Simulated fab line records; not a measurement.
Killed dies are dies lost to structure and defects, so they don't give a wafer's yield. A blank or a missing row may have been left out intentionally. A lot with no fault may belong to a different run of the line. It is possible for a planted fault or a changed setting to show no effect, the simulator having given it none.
Chamber matching -- flow nand_harc -- 4 sister chambers for NHARC_A_STAIRCASE_DESCUM_219 on rie_diel-07
The step chemistry O2, time 3 s. 4 wafers are shown with their chamber, then 8 later ones without.

== WAFERS, EACH WITH ITS CHAMBER ==
wafer,chamber,drypump_motor_current_A (A)
L082.4,2,5.9
L087.4,0,6.5
L087.5,1,5.7
L088.1,3,6.1

== WAFERS WHOSE CHAMBER IS MISSING ==
wafer,drypump_motor_current_A (A)
L088.4,6.4
L088.5,5.9
L090.1,5.9
L090.5,6.1
L090.6,5.9
L092.1,5.7
L092.3,6.1
L092.6,6.5

== THE CHAMBER EACH PASSED THROUGH ==
wafer,from the rows above,in truth
L088.4,0,0
L088.5,2,2
L090.1,2,2
L090.5,3,3
L090.6,2,2
L092.1,1,1
L092.3,3,3
L092.6,0,0
Correct placement for 8 of the 8. Not placeable from these rows: 0. Wrongly placed: 0.
How it was worked out, from the rows above alone: a wafer's distance from a chamber is the root of the sum, over the readings, of the square of ((its reading less the chamber's mean) divided by the reading's scatter). The wafer belongs to the nearest chamber; if the next one is less than 2 further off, it can't be placed. The mean given for a chamber averages the wafers shown for that chamber. The scatter (one wafer shown for each chamber): square how far every hidden wafer sits from the nearest shown wafer, average those squares and take the square root.
